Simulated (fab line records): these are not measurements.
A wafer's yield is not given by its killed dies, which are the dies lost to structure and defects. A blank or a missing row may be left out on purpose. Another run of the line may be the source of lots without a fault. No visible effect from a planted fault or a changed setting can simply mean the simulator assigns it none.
A lot that was struck, set against a sound lot | flow nandHarc | 13 steps out of a route of 1302
Sound: the wafers L844.1, L844.4, L844.5. Wafers L853.2, L853.3, L853.5 were the ones struck. The cause comes at the end.
Each step with rows lists, per side, the tool, then ch with its chambers, then its first start. Under that, the readings that differ: sound wafers | struck wafers | difference of the means | sigmas: that difference in standard deviations of wafers without a fault.
alike: a reading whose means differ by less than 2 such deviations, as well as words and numbers matching on both sides. not compared: withheld readings; readings where some wafer has no value; bounds like >300 that might hide an equal value; numbers whose values overlap and for which the record gives no deviation.
The two part at a step that has a row with sigmas, a row that says differs or no value, or rows on one side only. When numbers do not overlap yet have no deviation, they are printed without sigmas and do not part them. A reading that every wafer of one side lacks parts them only if that side has two wafers or more.

first, 1 step without rows for these wafers: NHARC_A_M0_SRD_25.
NHARC_A_M0_INSPECT_27:
  sound on defectInspect-01, day 24 07:08; struck on defectInspect-02, day 28 15:29
  alike: rawDefectCount
NHARC_A_M0_PRE_CLEAN_31: time 12 s.
  sound on pecvd-04 ch 0,1,2, day 24 07:14; struck on pecvd-04 ch 0,2, day 28 15:34
  alike: heaterPowerW
NHARC_A_M0_DEP_32: deposits SiCN, target thk 30 nm.
  sound on pecvd-04 ch 0,1,2, day 24 07:22; struck on pecvd-04 ch 0,2, day 28 15:38
  alike: heaterPowerW
then, 7 steps without rows for these wafers: NHARC_A_M1_DEP_00 (deposits SiOC, target thk 182.5 nm); NHARC_A_M1_DEHYDRATE_01 (time 120 s); NHARC_A_M1_HMDS_02 (time 30 s); NHARC_A_M1_COAT_34 (time 65 s); NHARC_A_M1_COAT_03 (resist thk 90 nm); NHARC_A_M1_SOFTBAKE_04 (time 55 s); NHARC_A_M1_EBR_05.
NHARC_A_M1_EXPOSE_06: exposes mask A M1, target cd 120 nm.
  sound on arfiScanner-03 ch 0, day 24 08:23; struck on arfiScanner-03, day 28 16:44
  no value came back on the struck wafers for exposureDoseMJCm2, focusOffsetNm (nm); on the sound wafers exposureDoseMJCm2 reads 75.16 75.18 75.06
  alike: mask
then, 1 step without rows for these wafers: NHARC_A_M1_PEB_07 (peb time 65 s).

## WHERE THEY PART
Only at NHARC_A_M1_EXPOSE_06, within this record.

WHY: what the simulator had put in
Beginning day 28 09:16, the whole step at NHARC_A_M1_EXPOSE_06 was skipped on arfiScanner-03. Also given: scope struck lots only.
